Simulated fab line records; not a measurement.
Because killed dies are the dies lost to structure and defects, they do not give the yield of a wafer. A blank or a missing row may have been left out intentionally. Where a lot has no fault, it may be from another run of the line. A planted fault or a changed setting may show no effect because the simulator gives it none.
fab line records | flow nandHarc
record lots=6 wafers=16 lastDay=25
route steps=1159 shown P_BONDPAD@360 END@1159
lots untouched by any fault: they come from a run of this same line in which no faults occurred
startH: start of the lot's first displayed wafer, in hours after the record's first day | waitH: how many hours have passed since the lot's step before this one | " unchanged from the row above | L1.1+2: a row that stands for several wafers | - either no value or no given start | * or withheld: withheld | < > ~ a bound
route shown NAME@n: NAME is a module with steps in the file, n the number in the route of the first one | usual: mean and standard deviation over wafers with no fault | same: alike in all rows | chamber/n: place in a boat | sites: the reading at each site | _std_site: how widely they spread, as a standard deviation | _edge_site: the outer-site mean with the inner-site mean subtracted | radiusMm: for every site, how far away it sits from the centre of the wafer | mask NAME#n: copy n | behind: the tool/chamber that last shaped the wafer | hold: reason for holding the lot/hours on hold/outcome of the hold | device: whichever transistor did not switch (one of n, p or np) | end of line: tests of these same wafers at the route's end | for a step that has no rows: nothing shown but its recipe | killed: not the wafer's yield, but the dies lost to structure and defects at the first sort | map: the dies of a wafer, with x for killed, . for not killed, _ for no die there
set.NAME: the setting that was run; set.NAME@STEP: the one run at that earlier step | model.NAME: the simulator's own value behind a step, which no gauge read
lots at some steps of the route; a table a step, a row a wafer
services: the hour from which a tool's chamber was out of use, counted from the record's first day as startH (under 0 if before that day), plus the number of hours and why
## steps
# step NHARC_P_BONDPAD_EBR_05
# step NHARC_P_BONDPAD_EXPOSE_06
# recipe na=0.55 doseMj=37.06 maskId=P_BPAD
# step NHARC_P_BONDPAD_PEB_07
# recipe pebTempC=128 pebTimeS=80
# step NHARC_P_BONDPAD_DEVELOP_08
# recipe timeS=50 devTempC=22
# step NHARC_P_BONDPAD_CD_MEAS_09
# recipe targetCdNm=500 landingEnergyEv=500
# usual cdNm=499.2/2.2
# columns lot.wafer tool chamber startH waitH cdNm
L437.1 cdSem-01 0 139.16 - 499.8
L437.2 " 0 " " 504.5
L437.5 " 0 " " 503.2
L440.2 cdSem-03 0 153.39 - 498.0
L440.3 " 0 " " 495.2
L441.3 cdSem-03 0 157.23 - 499.6
L441.5 " 0 " " 499.2
L441.6 " 0 " " 499.1
L443.2 cdSem-03 0 175.84 - 499.3
L443.3 " 0 " " 498.9
L451.1 cdSem-01 0 225.20 - 499.3
L451.4 " 0 " " 492.9
L451.6 " 0 " " 500.7
L458.4 cdSem-02 0 257.56 - 498.9
L458.5 " 0 " " 499.3
L458.6 " 0 " " 500.7
# step NHARC_P_BONDPAD_OVL_MEAS_38
# usual overlayXNm=-1/5.6 overlayYNm=2/6.5
# columns lot.wafer tool chamber startH waitH overlayXNm overlayYNm
L437.1 overlay-02 - 139.25 - -2 13
L437.2 " - " " -2 13
L437.5 " - " " -2 13
L440.2 overlay-01 - 153.47 - -8 10
L440.3 " - " " -9 10
L441.3 overlay-02 - 157.31 - 4 5
L441.5 " - " " 4 6
L441.6 " - " " 4 6
L443.2 overlay-02 - 175.93 - 3 4
L443.3 " - " " 3 4
L451.1 overlay-01 - 225.29 - 4 -6
L451.4 " - " " 3 -6
L451.6 " - " " 4 -7
L458.4 overlay-02 - 257.64 - -2 5
L458.5 " - " " -3 5
L458.6 " - " " -2 4
# step NHARC_P_BONDPAD_HARDBAKE_10
# recipe tempC=118 timeS=65
# step NHARC_P_BONDPAD_DESCUM_11
# recipe timeS=3 o2FlowSccm=200 arFlowSccm=0 biasPowerW=0 chemistry=O2
# usual drypumpMotorCurrentA=5.9/0.42 oesProductAu=1.003/0.0098 rfVppV=57.7/0.93 showerheadPlenumPTorr=1.88/0.067 throttleValvePct=11.311/0.0089
# columns lot.wafer tool chamber startH waitH drypumpMotorCurrentA oesProductAu rfHoursCounterH rfVppV showerheadPlenumPTorr throttleValvePct
L437.1 rieDiel-09 1 139.38 - 5.8 1.000 19 57.6 1.99 11.312
L437.2 " 3 " " 4.7 1.001 17 56.6 1.95 11.306
L437.5 " 1 " " 5.8 0.998 - 56.5 1.99 11.315
L440.2 rieDiel-07 2 153.59 - 6.1 1.008 10 58.8 1.86 11.311
L440.3 " 0 " " 5.8 0.997 9 57.4 1.88 11.314
L441.3 rieDiel-09 1 157.46 - 5.8 1.001 25 57.5 1.99 11.302
L441.6 " 3 " " 4.8 0.998 - 57.8 1.95 11.304
L441.5 " 0 " " 5.7 0.999 - 58.9 2.02 11.303
L443.2 rieDiel-07 2 176.06 - 6.1 1.013 13 56.8 1.85 11.303
L443.3 " 0 " " 5.8 1.003 12 57.2 1.87 11.307
L451.4 rieDiel-09 2 225.43 - 5.7 0.992 54 58.2 1.96 11.316
L451.1 " 0 " " 5.7 0.982 52 58.6 2.01 11.308
L451.6 " 1 " " 5.7 0.991 - 59.9 1.98 11.336
L458.4 rieDiel-07 0 257.77 - 5.8 0.998 2 58.2 1.87 11.312
L458.6 " 0 " " 5.8 1.010 - 58.8 1.87 11.305
L458.5 " 1 " " 5.8 1.012 - 57.4 1.78 11.323
# step NHARC_P_BONDPAD_ETCH_37
# recipe targetDepthA=600 overetchA=180 timeS=65.91 ionEnergyEv=200 n2FlowSccm=150 h2FlowSccm=150 arFlowSccm=0 rfW=400 biasW=150 chemistry=N2/H2
# usual drypumpMotorCurrentA=5.9/0.44 oesProductAu=1.003/0.01 rfFwdPowerW=396.0/1.4 rfVppV=429.5/2.2 showerheadPlenumPTorr=2.00/0.07 throttleValvePct=14.171/0.0085
# columns lot.wafer tool chamber startH waitH drypumpMotorCurrentA oesProductAu rfFwdPowerW rfHoursCounterH rfVppV showerheadPlenumPTorr throttleValvePct
L437.1 rieDiel-09 2 139.46 0.1 5.7 0.991 394.0 18 431.1 2.10 14.169
L437.2 " 3 " " 4.8 0.998 396.6 17 433.3 2.08 14.173
L437.5 " 3 " " 4.8 0.994 395.5 - 432.3 2.08 14.177
L440.2 rieDiel-07 0 153.70 0.1 5.8 1.013 396.9 9 428.9 2.00 14.177
L440.3 " 2 " " 6.2 1.008 396.4 10 428.8 1.98 14.166
L441.3 rieDiel-09 0 157.55 0.1 5.6 0.986 395.5 24 433.6 2.16 14.173
L441.5 " 3 " " 4.8 0.994 397.6 - 432.9 2.08 14.170
L441.6 " 0 " " 5.7 0.993 396.2 - 431.3 2.16 14.175
L443.3 rieDiel-07 3 176.14 0.1 6.3 1.024 395.6 12 429.7 1.99 14.173
L443.2 " 0 " " 5.8 1.001 396.0 12 428.3 2.00 14.185
L451.4 rieDiel-09 1 225.56 0.1 5.8 0.981 394.0 54 431.3 2.11 14.166
L451.1 " 2 " " 5.8 0.990 393.1 54 432.7 2.09 14.169
L451.6 " 0 " " 5.7 1.001 398.8 - 434.1 2.15 14.172
L458.4 rieDiel-07 0 257.86 0.1 5.8 1.017 394.3 2 429.4 1.99 14.175
L458.5 " 2 " " 6.2 1.011 395.5 - 428.9 1.97 14.165
L458.6 " 3 " " 6.3 1.002 396.2 - 427.4 1.99 14.181
# step NHARC_P_BONDPAD_ETCH_12
# recipe targetDepthA=2000 timeS=100 chf3FlowSccm=50 o2FlowSccm=10 arFlowSccm=200 rfW=500 biasW=200 chemistry=CHF3/O2
# usual drypumpMotorCurrentA=5.9/0.43 oesProductAu=0.945/0.025 rfFwdPowerW=496.4/1.6 rfVppV=369.7/1.8 showerheadPlenumPTorr=2.36/0.075 throttleValvePct=20.571/0.0092
# columns lot.wafer tool chamber startH waitH drypumpMotorCurrentA oesProductAu rfFwdPowerW rfHoursCounterH rfVppV showerheadPlenumPTorr throttleValvePct
L437.2 rieDiel-09 2 - - 5.7 0.917 492.7 18 369.9 2.47 20.577
L437.1 " 3 " " 4.8 0.922 497.1 17 371.1 2.45 20.560
L437.5 " 2 " " 5.7 0.924 496.3 - 372.3 2.47 20.571
L440.2 rieDiel-07 3 - - 6.3 0.980 497.4 9 368.1 2.35 20.563
L440.3 " 0 " " 5.8 0.969 495.0 9 369.8 2.36 20.570
L441.3 rieDiel-09 3 - - 4.8 0.926 496.5 24 371.6 2.45 20.578
L441.5 " 2 " " 5.7 0.900 492.9 - 370.5 2.46 20.562
L441.6 " 3 " " 4.8 0.927 496.5 - 373.2 2.45 20.570
L443.2 rieDiel-07 3 - - 6.3 0.996 495.0 12 368.6 2.35 20.572
L443.3 " 2 " " 6.1 0.966 498.4 13 368.6 2.33 20.570
L451.4 rieDiel-09 1 - - 5.8 0.904 495.9 54 370.7 2.48 20.573
L451.1 " 2 " " 5.7 0.912 493.8 54 372.6 2.45 20.581
L451.6 " 0 " " 5.7 0.907 497.1 - 373.8 2.52 20.573
L458.4 rieDiel-07 1 - - 5.8 0.938 495.7 2 367.0 2.24 20.578
L458.5 " 0 " " 5.8 0.926 496.1 - 369.9 2.35 20.572
L458.6 " 1 " " 5.8 0.923 498.3 - 367.5 2.24 20.583
# step NHARC_P_BONDPAD_CD_MEAS_13
# usual cdNm=498.7/2.3
# columns lot.wafer tool chamber startH waitH cdNm
L437.1 cdSem-03 - 139.69 - 500.4
L437.2 " - " " 503.2
L437.5 " - " " 502.6
L440.2 cdSem-01 - 153.96 - 498.2
L440.3 " - " " 494.1
L441.3 cdSem-03 - 157.82 - 498.4
L441.5 " - " " 497.9
L441.6 " - " " 497.4
L443.2 cdSem-01 - 176.37 - 499.9
L443.3 " - " " 498.4
L451.1 cdSem-01 - 225.79 - 499.6
L451.4 " - " " 492.8
L451.6 " - " " 499.8
L458.4 cdSem-02 - 258.09 - 498.9
L458.5 " - " " 497.9
L458.6 " - " " 499.5
# step NHARC_P_BONDPAD_STRIP_15
# recipe o2FlowSccm=500 arFlowSccm=0 biasW=0 chemistry=O2
# usual drypumpMotorCurrentA=5.9/0.49 oesProductAu=1.006/0.0095 rfVppV=57.7/0.87 showerheadPlenumPTorr=3.48/0.11 throttleValvePct=17.037/0.0097
# columns lot.wafer tool chamber startH waitH drypumpMotorCurrentA oesProductAu rfHoursCounterH rfVppV showerheadPlenumPTorr throttleValvePct
L437.2 rieDiel-07 2 139.76 0.1 6.1 1.006 9 56.6 3.43 17.052
L437.1 " 1 " " 5.8 1.007 8 57.5 3.30 17.042
L437.5 " 2 " " 6.2 1.019 - 59.0 3.43 17.031
L440.3 rieDiel-07 2 154.03 0.1 6.2 1.007 10 59.8 3.43 17.015
L440.2 " 3 " " 6.3 1.012 9 57.9 3.45 17.043
L441.3 rieDiel-05 3 157.89 0.1 6.7 0.998 51 58.3 3.38 17.024
L441.5 " 3 " " 6.7 1.002 - 58.0 3.38 17.024
L441.6 " 0 " " 6.5 0.997 - 57.2 3.40 17.045
L443.2 rieDiel-07 3 176.46 0.1 6.3 1.013 12 57.7 3.45 17.050
L443.3 " 0 " " 5.9 1.006 12 56.5 3.46 17.029
L451.1 rieDiel-09 2 225.89 0.1 5.7 0.995 54 58.1 3.60 17.031
L451.4 " 0 " " 5.7 0.996 53 58.9 3.70 17.024
L451.6 " 3 " " 4.8 0.997 - 58.2 3.58 17.032
L458.4 rieDiel-07 1 258.19 0.1 5.8 1.017 2 57.6 3.30 17.028
L458.6 " 0 " " 5.8 1.010 - 57.3 3.46 17.035
L458.5 " 1 " " 5.8 1.020 - 57.9 3.30 17.034
# step NHARC_P_BONDPAD_ETCH_24
# recipe targetDepthA=300 overEtchFrac=0.3 timeS=72.99 ionEnergyEv=150 cf4FlowSccm=50 n2FlowSccm=100 arFlowSccm=150 rfW=300 biasW=100 chemistry=CF4/N2
# usual cf4FlowSccm=49.98/0.14 drypumpMotorCurrentA=5.9/0.49 oesProductAu=1.003/0.01 rfFwdPowerW=297.1/1 rfVppV=313.4/1.6 showerheadPlenumPTorr=2.58/0.086 throttleValvePct=19.794/0.0089
# columns lot.wafer tool chamber startH waitH cf4FlowSccm drypumpMotorCurrentA oesProductAu rfFwdPowerW rfHoursCounterH rfVppV showerheadPlenumPTorr throttleValvePct
L437.2 rieDiel-07 1 139.92 - 49.87 5.8 1.012 296.9 8 310.8 2.45 19.792
L437.1 " 3 " " 50.19 6.3 1.001 296.7 8 314.1 2.57 19.805
L437.5 " 2 " " 49.97 6.1 0.999 298.2 - 312.6 2.55 19.791
L440.3 rieDiel-07 0 154.27 0.2 49.79 5.8 1.002 297.0 9 312.4 2.58 19.801
L440.2 " 2 " " 49.93 6.1 0.863 297.1 10 313.8 2.55 19.792
L441.3 rieDiel-05 3 158.09 - 49.79 6.7 0.990 297.2 51 313.3 2.52 19.804
L441.6 " 3 " " 49.91 6.7 0.998 297.5 - 312.5 2.52 19.800
L441.5 " 0 " " 49.81 6.5 1.005 296.9 - 311.4 2.53 19.797
L443.3 rieDiel-07 3 176.60 - 50.12 6.3 1.002 297.8 12 313.8 2.57 19.796
L443.2 " 0 " " 50.07 5.8 0.852 297.8 12 313.2 2.58 19.790
L451.1 rieDiel-09 3 226.06 - 49.81 4.8 0.985 295.6 50 313.5 2.66 19.789
L451.4 " 0 " " 50.01 5.7 0.996 297.4 53 316.4 2.75 19.796
L451.6 " 0 " " 50.28 5.6 0.990 295.6 - 317.2 2.75 19.797
L458.4 rieDiel-07 0 258.34 - 49.97 5.8 1.004 296.5 2 312.9 2.57 19.801
L458.6 " 1 " " 49.93 5.8 1.019 296.5 - 311.1 2.45 19.787
L458.5 " 2 " " 49.96 6.1 1.001 297.3 - 312.9 2.55 19.803
# step NHARC_P_BONDPAD_STRIP_16
# recipe timeS=600 tempC=30 chemistry=postEtchResidueRemover
# step NHARC_END_SORT_01
# recipe tempC=25
# usual defectLimitedYield=95.3/1.3 killedAtArray=28/9.1 killedAtOther=0.6/0.87 killedAtPeriphery=3.4/2.7 killedDies=32/9 killedOpen=3.2/1.9 killedShort=2.0/1.3 sort_bin_2_pct=1.5/0.57 sort_bin_3_pct=0.26/0.22 sort_bin_4_pct=2.9/0.91 sortNPass=645/9 sortRimYieldPct=93/3.3 sortYieldPct=95.3/1.3
# same grossDies=677 sort_bin_5_pct[%]=0 sort_bin_6_pct[%]=0 sort_bin_7_pct[%]=0 sort_bin_8_pct[%]=0 sortRimNGross=106.00
# columns lot.wafer tool chamber startH waitH defectLimitedYield[%] killedAtArray killedAtOther killedAtPeriphery killedDies killedOpen killedShort sort_bin_2_pct[%] sort_bin_3_pct[%] sort_bin_4_pct[%] sortNPass sortRimYieldPct[%] sortYieldPct[%]
L443.2 prober-02 0 486.98 2.8 96.9 17 0 4 21 1 2 1.2 0 1.9 656 96 96.9
L458.4 prober-01 0 605.43 3.4 94.1 37 2 1 40 1 2 1.6 1.03 3.2 637 85 94.1
L458.5 prober-01 0 606.23 3.7 95.4 29 1 1 31 3 1 1.3 0 3.2 646 92 95.4
L458.6 prober-01 0 607.03 4.0 94.8 31 3 1 35 3 0 1.6 0.44 3.1 642 89 94.8
# killed by level:class
L443.2 A_CHANNEL_HOLE_D1:chamberFilmFlake=6 A_STAIRCASE:chamberFilmFlake=4 A_CONTACT:chamberFilmFlake=4 P_M0:chamberFilmFlake=2 P_GATE:geometricParticle:open=1 A_SOURCE_PLATE:geometricParticle:short=1 A_CONTACT:geometricParticle:short=1 P_ZERO_WELL:chamberFilmFlake=1
L458.4 A_SLIT:chamberFilmFlake=21 A_CHANNEL_HOLE_D1:chamberFilmFlake=9 A_STAIRCASE:chamberFilmFlake=3 THIN_TSV:chamberFilmFlake=2 A_ONON_D1:geometricParticle:short=1 A_SGD_CUT:geometricParticle:short=1 A_BLC:geometricParticle:open=1 P_ZERO_WELL:chamberFilmFlake=1
L458.5 A_SLIT:chamberFilmFlake=14 A_CHANNEL_HOLE_D1:chamberFilmFlake=10 A_STAIRCASE:chamberFilmFlake=2 P_GATE:geometricParticle:open=1 A_SLIT:geometricParticle:open=1 A_CONTACT:geometricParticle:open=1 A_M0:geometricParticle:short=1 THIN_TSV:chamberFilmFlake=1
L458.6 A_SLIT:chamberFilmFlake=16 A_CHANNEL_HOLE_D1:chamberFilmFlake=12 THIN_TSV:chamberFilmFlake=3 P_M1:geometricParticle:open=1 A_CONTACT:geometricParticle:open=1 A_M0:geometricParticle:open=1 A_WL_FILL:chamberFilmFlake=1
## services
# columns tool chamber startH hours kind
rieDiel-05 3 115.46 15.4 repair
rieDiel-07 0 133.70 - clean
rieDiel-07 1 133.70 - clean
rieDiel-07 2 133.70 - clean
rieDiel-07 3 133.70 - clean
rieDiel-05 3 137.49 9.1 repair
rieDiel-07 1 151.37 16.3 repair
rieDiel-07 0 158.24 - clean
rieDiel-07 2 158.24 - clean
rieDiel-07 3 158.24 - clean
rieDiel-05 - 163.60 9.0 pm
rieDiel-05 2 178.34 2.3 repair
rieDiel-09 3 178.49 5.0 repair
rieDiel-07 0 182.74 - clean
rieDiel-07 1 182.74 - clean
rieDiel-07 2 182.74 - clean
rieDiel-07 3 182.74 - clean
rieDiel-07 0 207.24 - clean
rieDiel-07 1 207.24 - clean
rieDiel-07 2 207.24 - clean
rieDiel-07 3 207.24 - clean
rieDiel-07 1 228.23 9.0 ventCycle
rieDiel-07 2 247.84 8.5 repair
rieDiel-09 - 254.22 9.0 pm
## key
firstSign step=NHARC_P_BONDPAD_ETCH_24 reading=oesProductAu direction=down sigmas=14 usual=1.003 struck=0.858
effect none on later readings
metAt NHARC_P_BONDPAD_ETCH_24
struckWafers L440.2,L443.2
onsetBetween 139.92 154.27
fault kind=processParameterDrift tool=rieDiel-07 chamber=- onsetH=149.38 steps=NHARC_P_BONDPAD_ETCH_24 channel=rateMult offset=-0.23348 shape=step endH=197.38 scope=struckWafersOnly
